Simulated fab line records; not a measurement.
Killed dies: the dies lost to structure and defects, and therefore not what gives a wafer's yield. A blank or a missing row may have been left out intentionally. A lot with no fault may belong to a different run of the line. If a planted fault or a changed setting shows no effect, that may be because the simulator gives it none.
fab line records | flow nand-harc
record: lots: 24 wafers: 72 last-day: 34
route steps=1302 shown A_CONTACT@1010
lots with no fault: from the same line, run without faults
start-h: hours from the record's first day to the start of the lot's first wafer shown | wait-h: hours from the lot's prior step to this one | " as in the row above | L1.1+2: one row covering several wafers at once | - either no value or no given start | * or withheld: withheld | < > ~ a bound
route shown NAME@n: a module of which the file shows steps, and the number in the route of the first | usual: the fault-free wafers' mean and standard deviation | same: alike in all rows | chamber/n: place in a boat | sites: the reading at each site | _std_site: the values' standard deviation | _edge_site: inner sites' mean taken away from outer sites' mean | radius-mm: how far each site lies from the wafer's centre | mask NAME#n: copy n | behind: the last tool/chamber to shape the wafer | hold: what put the lot on hold/how long, in hours/how the hold closed | device: transistor that didn't switch, given as n, p or np | end of line: the same wafers' tests at the end of the route | where a step has no rows: the recipe by itself | killed: at the first sort, the dies lost to defects and structure; wafer yield is something else | map: the dies of a wafer, with x for killed, . for not killed, _ for no die there
set.NAME: the setting as run; set.NAME@STEP: as run at that earlier step | model.NAME: the simulator's own value behind a step, which no gauge read
route steps across a sampled set of lots; one table per step, one row per wafer
services: from which hour (start-h, from the record's first day; less than 0 if before it) a tool's chamber was out of use, for how many hours, and why
== steps ==
step: NHARC_A_CONTACT_ETCH_116
recipe: source-w: withheld pressure-mtorr: 20 bias-v: 3000 time-s: 190 target-depth-a: 18500 ar-flow-sccm: withheld c4f8-flow-sccm: withheld o2-flow-sccm: withheld chemistry: C4F8/O2/Ar
columns lot.wafer tool chamber start-h wait-h rf-hours-counter-h
L074.1 har-cap-etch-02 1 509.06 0.1 88
L074.2 " 0 " " 88
L074.4 " 0 " " -
L075.4 har-cap-etch-03 1 510.57 0.1 -
L075.6 " 0 " " -
L075.5 " 1 " " -
L076.3 har-cap-etch-01 0 516.36 0.1 -
L076.4 " 1 " " -
L076.5 " 0 " " -
L077.1 har-cap-etch-03 0 531.52 0.1 47
L077.3 " 1 " " -
L077.5 " 1 " " -
L079.2 har-cap-etch-02 0 539.59 0.1 95
L079.4 " 1 " " -
L079.6 " 1 " " -
L078.3 har-cap-etch-01 1 542.89 0.1 -
L078.5 " 0 " " -
L078.6 " 1 " " -
L081.1 har-cap-etch-01 1 570.10 0.1 10
L081.2 " 0 " " 10
L081.4 " 1 " " -
L080.4 har-cap-etch-03 1 570.25 0.1 -
L080.5 " 1 " " -
L080.6 " 0 " " -
L082.1 har-cap-etch-02 1 574.63 0.1 100
L082.3 " 1 " " -
L082.5 " 0 " " -
L083.3 har-cap-etch-01 0 587.92 0.1 -
L083.4 " 1 " " -
L083.5 " 1 " " -
L086.2 har-cap-etch-03 1 614.02 0.1 61
L086.1 " 0 " " 61
L086.6 " 0 " " -
L087.2 har-cap-etch-01 0 618.64 0.1 18
L087.1 " 1 " " 18
L087.4 " 1 " " -
L085.3 har-cap-etch-02 1 622.60 0.1 -
L085.6 " 1 " " -
L085.5 " 0 " " -
L084.2 har-cap-etch-01 0 630.12 0.1 21
L084.4 " 1 " " -
L084.6 " 1 " " -
L091.1 har-cap-etch-02 1 639.83 0.1 111
L091.2 " 0 " " 111
L091.4 " 1 " " -
L089.2 har-cap-etch-01 0 640.31 0.1 24
L089.1 " 1 " " 24
L089.4 " 1 " " -
L088.2 har-cap-etch-01 1 646.92 3.0 27
L088.5 " 0 " " -
L088.6 " 1 " " -
L090.3 har-cap-etch-03 1 651.48 0.1 -
L090.5 " 0 " " -
L090.6 " 1 " " -
L093.4 har-cap-etch-03 0 675.38 0.1 -
L093.6 " 1 " " -
L093.5 " 0 " " -
L092.2 har-cap-etch-01 1 675.53 0.1 33
L092.1 " 0 " " 33
L092.3 " 0 " " -
L094.3 har-cap-etch-03 0 701.89 0.2 -
L094.5 " 1 " " -
L094.6 " 0 " " -
L096.2 har-cap-etch-02 0 721.02 0.2 124
L096.1 " 1 " " 124
L096.6 " 0 " " -
L095.2 har-cap-etch-01 1 723.83 0.2 39
L095.1 " 0 " " 39
L095.6 " 1 " " -
L097.4 har-cap-etch-03 0 724.92 0.1 -
L097.3 " 1 " " -
L097.5 " 0 " " -
step: NHARC_A_CONTACT_ETCH_118
recipe: source-w: withheld pressure-mtorr: 20 bias-v: 3000 time-s: 190 target-depth-a: 18500 ar-flow-sccm: withheld c4f8-flow-sccm: withheld o2-flow-sccm: withheld chemistry: C4F8/O2/Ar
columns lot.wafer tool chamber start-h wait-h rf-hours-counter-h
L074.1 har-cap-etch-02 1 509.39 0.1 89
L074.2 " 0 " " 89
L074.4 " 0 " " -
L075.4 har-cap-etch-03 1 510.91 0.1 -
L075.6 " 0 " " -
L075.5 " 1 " " -
L076.3 har-cap-etch-01 0 516.70 0.1 -
L076.4 " 1 " " -
L076.5 " 0 " " -
L077.1 har-cap-etch-03 0 531.87 0.1 47
L077.3 " 1 " " -
L077.5 " 1 " " -
L079.2 har-cap-etch-02 0 539.93 0.1 95
L079.4 " 1 " " -
L079.6 " 1 " " -
L078.3 har-cap-etch-01 1 543.22 0.1 -
L078.5 " 0 " " -
L078.6 " 1 " " -
L081.1 har-cap-etch-01 1 570.44 0.1 11
L081.2 " 0 " " 11
L081.4 " 1 " " -
L080.4 har-cap-etch-03 1 570.59 0.1 -
L080.5 " 1 " " -
L080.6 " 0 " " -
L082.1 har-cap-etch-02 1 574.97 0.1 101
L082.3 " 1 " " -
L082.5 " 0 " " -
L083.3 har-cap-etch-01 0 588.27 0.1 -
L083.4 " 1 " " -
L083.5 " 1 " " -
L086.2 har-cap-etch-03 1 614.36 0.1 61
L086.1 " 0 " " 61
L086.6 " 0 " " -
L087.2 har-cap-etch-01 0 618.98 0.1 19
L087.1 " 1 " " 19
L087.4 " 1 " " -
L085.3 har-cap-etch-02 1 622.94 0.1 -
L085.6 " 1 " " -
L085.5 " 0 " " -
L084.2 har-cap-etch-01 0 630.46 0.1 21
L084.4 " 1 " " -
L084.6 " 1 " " -
L091.1 har-cap-etch-02 1 640.17 0.1 111
L091.2 " 0 " " 111
L091.4 " 1 " " -
L089.2 har-cap-etch-01 0 640.64 0.1 25
L089.1 " 1 " " 25
L089.4 " 1 " " -
L088.2 har-cap-etch-01 1 647.26 0.1 27
L088.5 " 0 " " -
L088.6 " 1 " " -
L090.3 har-cap-etch-03 1 651.82 0.1 -
L090.5 " 0 " " -
L090.6 " 1 " " -
L093.4 har-cap-etch-03 0 675.72 0.1 -
L093.6 " 1 " " -
L093.5 " 0 " " -
L092.2 har-cap-etch-01 1 675.87 0.1 34
L092.1 " 0 " " 34
L092.3 " 0 " " -
L094.3 har-cap-etch-03 0 702.35 0.2 -
L094.5 " 1 " " -
L094.6 " 0 " " -
L096.2 har-cap-etch-02 0 721.47 0.2 124
L096.1 " 1 " " 124
L096.6 " 0 " " -
L095.2 har-cap-etch-01 1 724.29 0.2 39
L095.1 " 0 " " 39
L095.6 " 1 " " -
L097.4 har-cap-etch-03 0 725.27 0.1 -
L097.3 " 1 " " -
L097.5 " 0 " " -
step: NHARC_A_CONTACT_ETCH_123
recipe: source-w: withheld pressure-mtorr: 20 bias-v: 400 time-s: 490 target-depth-a: 21100 ar-flow-sccm: withheld c4f8-flow-sccm: 11.5 o2-flow-sccm: 7.2 chemistry: C4F8/O2/Ar
columns lot.wafer tool chamber start-h wait-h rf-hours-counter-h
L074.1 har-cap-etch-02 1 510.24 0.1 89
L074.2 " 0 " " 89
L074.4 " 0 " " -
L075.4 har-cap-etch-03 1 511.94 0.3 -
L075.6 " 0 " " -
L075.5 " 1 " " -
L076.3 har-cap-etch-01 0 517.67 0.3 -
L076.4 " 1 " " -
L076.5 " 0 " " -
L077.1 har-cap-etch-03 0 532.78 0.2 48
L077.3 " 1 " " -
L077.5 " 1 " " -
L079.2 har-cap-etch-02 0 540.85 0.2 96
L079.4 " 1 " " -
L079.6 " 1 " " -
L078.3 har-cap-etch-01 1 544.26 0.3 -
L078.5 " 0 " " -
L078.6 " 1 " " -
L081.1 har-cap-etch-01 1 571.29 0.1 11
L081.2 " 0 " " 11
L081.4 " 1 " " -
L080.4 har-cap-etch-03 1 571.56 0.3 -
L080.5 " 1 " " -
L080.6 " 0 " " -
L082.1 har-cap-etch-02 1 575.82 0.1 102
L082.3 " 1 " " -
L082.5 " 0 " " -
L083.3 har-cap-etch-01 0 589.23 0.3 -
L083.4 " 1 " " -
L083.5 " 1 " " -
L086.2 har-cap-etch-03 1 615.21 0.1 62
L086.1 " 0 " " 62
L086.6 " 0 " " -
L087.2 har-cap-etch-01 0 619.83 0.1 19
L087.1 " 1 " " 19
L087.4 " 1 " " -
L085.3 har-cap-etch-02 1 623.92 0.3 -
L085.6 " 1 " " -
L085.5 " 0 " " -
L084.2 har-cap-etch-01 0 631.37 0.2 22
L084.4 " 1 " " -
L084.6 " 1 " " -
L091.1 har-cap-etch-02 1 641.03 0.1 112
L091.2 " 0 " " 112
L091.4 " 1 " " -
L089.2 har-cap-etch-01 0 641.50 0.1 25
L089.1 " 1 " " 25
L089.4 " 1 " " -
L088.2 har-cap-etch-01 1 648.17 0.2 28
L088.5 " 0 " " -
L088.6 " 1 " " -
L090.3 har-cap-etch-03 1 652.85 0.3 -
L090.5 " 0 " " -
L090.6 " 1 " " -
L092.2 har-cap-etch-01 1 676.71 0.1 34
L092.1 " 0 " " 34
L092.3 " 0 " " -
L093.4 har-cap-etch-03 0 676.75 0.3 -
L093.6 " 1 " " -
L093.5 " 0 " " -
L094.3 har-cap-etch-03 0 703.73 0.4 -
L094.5 " 1 " " -
L094.6 " 0 " " -
L096.2 har-cap-etch-02 0 722.62 0.2 125
L096.1 " 1 " " 125
L096.6 " 0 " " -
L095.2 har-cap-etch-01 1 725.42 0.2 40
L095.1 " 0 " " 40
L095.6 " 1 " " -
L097.4 har-cap-etch-03 0 726.24 0.3 -
L097.3 " 1 " " -
L097.5 " 0 " " -
step: NHARC_A_CONTACT_ETCH_96
recipe: target-depth-a: 200 over-etch-frac: 0.5 time-s: 10 ion-energy-ev: 250 c4f6-flow-sccm: 25 o2-flow-sccm: 20 ar-flow-sccm: 500 rf-w: 600 bias-w: 500 chemistry: C4F6/O2
usual: drypump-motor-current-A: 5.8/0.4 oes-product-au: 0.979/0.027 rf-vpp-V: 545.8/2.8 showerhead-plenum-p-Torr: 3.87/0.13 throttle-valve-pct: 26.904/0.0095
columns lot.wafer tool chamber start-h wait-h drypump-motor-current-A oes-product-au rf-hours-counter-h rf-vpp-V showerhead-plenum-p-Torr throttle-valve-pct
L074.4 rie-diel-01 3 - - 5.4 0.949 18 546.1 3.89 26.913
L074.1 " 0 " " 5.6 0.961 19 544.8 3.81 26.892
L074.2 " 1 " " 6.3 0.943 22 547.0 3.95 26.906
L075.4 rie-diel-01 2 - - 5.9 0.935 22 544.5 3.75 26.894
L075.6 " 3 " " 5.4 0.939 - 546.9 3.89 26.896
L075.5 " 0 " " 5.6 0.958 - 544.9 3.81 26.924
L076.4 rie-diel-08 2 - - 6.5 0.979 46 550.7 4.05 26.892
L076.3 " 3 " " 5.7 0.963 44 543.4 3.76 26.883
L076.5 " 1 " " 6.6 0.979 - 544.7 3.84 26.918
L077.1 rie-diel-01 1 - - 6.4 1.005 25 547.9 3.95 26.901
L077.3 " 2 " " 5.9 1.006 25 543.8 3.75 26.912
L077.5 " 0 " " 5.6 1.012 - 543.4 3.81 26.904
L079.4 rie-diel-01 3 - - 5.4 0.954 23 546.6 3.89 26.912
L079.2 " 1 " " 6.3 0.944 26 547.1 3.94 26.911
L079.6 " 3 " " 5.4 0.962 - 545.7 3.89 26.915
L078.3 rie-diel-10 3 - - 5.5 1.014 31 542.1 3.72 26.903
L078.5 " 0 " " 5.5 0.962 - 543.7 3.76 26.882
L078.6 " 1 " " 5.3 0.941 - 547.1 3.94 26.911
L081.2 rie-diel-08 3 572.42 0.1 5.7 0.968 4 544.5 3.75 26.900
L081.1 " 0 " " 6.0 0.944 4 551.4 4.12 26.903
L081.4 " 2 " " 6.5 0.980 - 548.8 4.04 26.913
L080.4 rie-diel-01 0 - - 5.6 1.006 0 545.0 3.80 26.905
L080.6 " 3 " " 5.4 1.011 - 546.2 3.89 26.903
L080.5 " 0 " " 5.6 0.993 - 544.5 3.80 26.916
L082.1 rie-diel-08 1 577.02 0.2 6.6 1.013 4 545.9 3.83 26.900
L082.3 " 1 " " 6.6 1.013 - 545.0 3.83 26.888
L082.5 " 0 " " 6.0 0.987 - 550.6 4.12 26.906
L083.4 rie-diel-01 0 - - 5.6 0.993 5 543.4 3.80 26.905
L083.3 " 1 " " 6.4 1.033 4 548.9 3.94 26.903
L083.5 " 3 " " 5.4 1.017 - 547.0 3.89 26.917
L086.1 rie-diel-01 0 - - 5.6 0.940 9 543.9 3.80 26.893
L086.2 " 2 " " 5.8 0.958 8 543.4 3.74 26.912
L086.6 " 3 " " 5.4 0.959 - 546.4 3.88 26.890
L087.2 rie-diel-10 3 - - 5.5 1.002 4 542.8 3.71 26.917
L087.1 " 1 " " 5.3 0.978 6 545.8 3.92 26.914
L087.4 " 2 " " 5.6 1.000 6 554.3 4.22 26.890
L085.3 rie-diel-10 3 624.89 0.1 5.4 1.008 5 542.7 3.71 26.894
L085.6 " 2 " " 5.6 1.009 - 552.7 4.22 26.903
L085.5 " 1 " " 5.3 0.996 - 546.2 3.92 26.912
L084.2 rie-diel-01 0 - - 5.6 0.994 12 544.1 3.80 26.915
L084.4 " 1 " " 6.3 1.008 12 547.1 3.94 26.908
L084.6 " 3 " " 5.4 0.999 - 545.4 3.88 26.905
L091.4 rie-diel-08 0 - - 6.0 1.003 29 550.2 4.11 26.904
L091.1 " 2 " " 6.5 1.006 19 550.3 4.03 26.899
L091.2 " 3 " " 5.7 1.003 21 543.8 3.74 26.900
L089.2 rie-diel-01 2 642.64 0.1 5.9 0.952 15 542.3 3.74 26.894
L089.1 " 3 " " 5.4 0.962 16 546.9 3.88 26.917
L089.4 " 2 " " 5.9 0.946 - 544.9 3.74 26.893
L088.2 rie-diel-08 2 - - 6.5 1.009 21 549.3 4.03 26.915
L088.6 " 0 " " 6.0 1.004 - 549.0 4.11 26.908
L088.5 " 1 " " 6.6 1.018 - 543.5 3.81 26.936
L090.3 rie-diel-10 1 - - 5.3 0.917 17 545.9 3.91 26.909
L090.5 " 2 " " 5.6 0.943 - 551.5 4.22 26.901
L090.6 " 3 " " 5.5 0.952 - 544.3 3.70 26.894
L093.4 rie-diel-01 3 - - 5.4 0.962 22 543.9 3.88 26.894
L093.5 " 3 " " 5.4 0.967 - 546.0 3.88 26.918
L093.6 " 0 " " 5.6 0.965 - 542.7 3.79 26.905
L092.3 rie-diel-01 2 - - 5.9 0.982 21 540.8 3.74 26.895
L092.2 " 3 " " 5.4 1.007 22 546.3 3.88 26.901
L092.1 " 0 " " 5.6 0.999 21 544.2 3.79 26.909
L094.3 rie-diel-01 1 704.70 0.1 6.4 0.965 28 546.0 3.93 26.910
L094.5 " 2 " " 5.9 0.952 - 542.1 3.73 26.909
L094.6 " 1 " " 6.4 0.959 - 547.5 3.93 26.908
L096.2 rie-diel-01 2 - - 5.9 0.940 29 543.0 3.73 26.908
L096.1 " 0 " " 5.6 0.951 27 543.3 3.79 26.911
L096.6 " 3 " " 5.4 0.963 - 544.8 3.87 26.900
L095.1 rie-diel-01 0 - - 5.6 1.007 27 545.4 3.79 26.897
L095.2 " 3 " " 5.4 1.012 29 546.1 3.87 26.898
L095.6 " 0 " " 5.6 1.012 - 544.6 3.79 26.920
L097.3 rie-diel-10 3 - - 5.5 0.968 48 542.3 3.68 26.908
L097.4 " 0 " " 5.5 0.955 43 544.3 3.72 26.904
L097.5 " 0 " " 5.5 0.955 - 544.5 3.72 26.910
step: NHARC_A_CONTACT_ETCH_128
recipe: source-w: withheld pressure-mtorr: 20 bias-v: 3000 time-s: 197 target-depth-a: 19180 ar-flow-sccm: withheld c4f8-flow-sccm: withheld o2-flow-sccm: withheld chemistry: C4F8/O2/Ar
columns lot.wafer tool chamber start-h wait-h rf-hours-counter-h
L074.1 har-cap-etch-03 0 518.80 0.1 44
L074.2 " 1 " " 44
L074.4 " 0 " " -
L075.4 har-cap-etch-02 0 521.18 0.1 -
L075.6 " 0 " " -
L075.5 " 1 " " -
L076.3 har-cap-etch-01 1 527.39 0.1 -
L076.4 " 0 " " -
L076.5 " 0 " " -
L077.1 har-cap-etch-03 1 542.15 0.1 49
L077.3 " 0 " " -
L077.5 " 0 " " -
L079.2 har-cap-etch-02 1 549.26 0.1 97
L079.4 " 1 " " -
L079.6 " 0 " " -
L078.3 har-cap-etch-01 1 552.70 0.1 -
L078.5 " 0 " " -
L078.6 " 1 " " -
L081.2 har-cap-etch-01 0 580.99 0.1 12
L081.1 " 1 " " 12
L081.4 " 1 " " -
L080.4 har-cap-etch-03 0 582.28 0.1 -
L080.5 " 1 " " -
L080.6 " 0 " " -
L082.1 har-cap-etch-02 0 586.18 0.1 103
L082.3 " 0 " " -
L082.5 " 1 " " -
L083.4 har-cap-etch-01 0 597.73 0.1 -
L083.3 " 1 " " -
L083.5 " 0 " " -
L086.1 har-cap-etch-03 0 625.43 0.1 63
L086.2 " 1 " " 63
L086.6 " 0 " " -
L087.2 har-cap-etch-02 1 632.00 0.2 109
L087.1 " 0 " " 109
L087.4 " 1 " " -
L085.3 har-cap-etch-03 0 635.16 0.1 -
L085.5 " 0 " " -
L085.6 " 1 " " -
L084.2 har-cap-etch-02 0 643.42 0.1 113
L084.4 " 1 " " -
L084.6 " 1 " " -
L091.2 har-cap-etch-02 1 650.47 0.1 115
L091.1 " 0 " " 115
L091.4 " 1 " " -
L089.2 har-cap-etch-01 1 652.43 0.1 29
L089.1 " 0 " " 29
L089.4 " 1 " " -
L088.2 har-cap-etch-03 1 656.88 0.1 71
L088.6 " 0 " " -
L088.5 " 1 " " -
L090.3 har-cap-etch-03 0 662.42 0.2 -
L090.5 " 0 " " -
L090.6 " 1 " " -
L093.4 har-cap-etch-02 1 686.91 0.1 -
L093.5 " 1 " " -
L093.6 " 0 " " -
L092.2 har-cap-etch-03 1 688.34 0.1 77
L092.1 " 0 " " 77
L092.3 " 1 " " -
L094.3 har-cap-etch-01 1 712.33 0.1 -
L094.5 " 1 " " -
L094.6 " 0 " " -
L096.2 har-cap-etch-02 0 731.51 0.2 126
L096.1 " 1 " " 126
L096.6 " 1 " " -
L095.1 har-cap-etch-01 0 735.88 0.1 41
L095.2 " 1 " " 41
L095.6 " 1 " " -
L097.3 har-cap-etch-03 0 736.01 0.2 -
L097.4 " 1 " " -
L097.5 " 1 " " -
step: NHARC_A_CONTACT_ETCH_130
recipe: source-w: withheld pressure-mtorr: 20 bias-v: 3000 time-s: 197 target-depth-a: 19180 ar-flow-sccm: withheld c4f8-flow-sccm: withheld o2-flow-sccm: withheld chemistry: C4F8/O2/Ar
columns lot.wafer tool chamber start-h wait-h rf-hours-counter-h
L074.1 har-cap-etch-03 0 519.15 0.1 44
L074.2 " 1 " " 44
L074.4 " 0 " " -
L075.4 har-cap-etch-02 0 521.53 0.1 -
L075.6 " 0 " " -
L075.5 " 1 " " -
L076.3 har-cap-etch-01 1 527.74 0.1 -
L076.4 " 0 " " -
L076.5 " 0 " " -
L077.1 har-cap-etch-03 1 542.51 0.1 50
L077.3 " 0 " " -
L077.5 " 0 " " -
L079.2 har-cap-etch-02 1 549.61 0.1 97
L079.4 " 1 " " -
L079.6 " 0 " " -
L078.3 har-cap-etch-01 1 553.05 0.1 -
L078.5 " 0 " " -
L078.6 " 1 " " -
L081.2 har-cap-etch-01 0 581.34 0.1 13
L081.1 " 1 " " 13
L081.4 " 1 " " -
L080.4 har-cap-etch-03 0 582.63 0.1 -
L080.5 " 1 " " -
L080.6 " 0 " " -
L082.1 har-cap-etch-02 0 586.53 0.1 103
L082.3 " 0 " " -
L082.5 " 1 " " -
L083.4 har-cap-etch-01 0 598.09 0.1 -
L083.3 " 1 " " -
L083.5 " 0 " " -
L086.1 har-cap-etch-03 0 625.78 0.1 63
L086.2 " 1 " " 63
L086.6 " 0 " " -
L087.2 har-cap-etch-02 1 632.36 0.1 110
L087.1 " 0 " " 110
L087.4 " 1 " " -
L085.3 har-cap-etch-03 0 635.51 0.1 -
L085.5 " 0 " " -
L085.6 " 1 " " -
L084.2 har-cap-etch-02 0 643.77 0.1 114
L084.4 " 1 " " -
L084.6 " 1 " " -
L091.2 har-cap-etch-02 1 650.82 0.1 115
L091.1 " 0 " " 115
L091.4 " 1 " " -
L089.2 har-cap-etch-01 1 652.78 0.1 29
L089.1 " 0 " " 29
L089.4 " 1 " " -
L088.2 har-cap-etch-03 1 657.23 0.1 72
L088.6 " 0 " " -
L088.5 " 1 " " -
L090.3 har-cap-etch-03 0 662.89 0.2 -
L090.5 " 0 " " -
L090.6 " 1 " " -
L093.4 har-cap-etch-02 1 687.26 0.1 -
L093.5 " 1 " " -
L093.6 " 0 " " -
L092.2 har-cap-etch-03 1 688.69 0.1 77
L092.1 " 0 " " 77
L092.3 " 1 " " -
L094.3 har-cap-etch-01 1 712.68 0.1 -
L094.5 " 1 " " -
L094.6 " 0 " " -
L096.2 har-cap-etch-02 0 731.98 0.2 127
L096.1 " 1 " " 127
L096.6 " 1 " " -
L095.1 har-cap-etch-01 0 736.23 0.1 41
L095.2 " 1 " " 41
L095.6 " 1 " " -
L097.3 har-cap-etch-03 0 736.37 0.1 -
L097.4 " 1 " " -
L097.5 " 1 " " -
== services ==
columns tool chamber start-h hours kind
har-cap-etch-01 - 497.00 17.0 pm
har-cap-etch-01 0 497.00 17.0 vent-cycle
har-cap-etch-01 1 497.00 17.0 vent-cycle
rie-diel-01 1 517.85 3.1 repair
har-cap-etch-03 - 525.41 0.4 repair
har-cap-etch-01 - 531.05 0.6 repair
rie-diel-08 - 546.81 9.0 pm
har-cap-etch-02 - 556.00 0.6 repair
rie-diel-01 - 558.77 9.0 pm
rie-diel-08 1 569.81 4.9 repair
rie-diel-08 2 575.61 5.2 repair
rie-diel-08 3 575.88 4.1 repair
rie-diel-01 2 593.29 2.6 repair
rie-diel-10 - 597.36 9.0 pm
rie-diel-10 0 621.08 12.0 repair
rie-diel-08 3 662.06 35.3 repair
har-cap-etch-02 - 675.36 1.3 repair
rie-diel-08 - 680.68 0.2 repair
rie-diel-01 - 692.11 1.1 repair
rie-diel-01 0 697.42 8.1 repair
rie-diel-01 - 702.43 0.4 repair
rie-diel-08 2 711.66 2.6 repair
rie-diel-08 - 723.84 9.0 pm
rie-diel-01 - 735.77 9.0 pm
== key ==
fault none
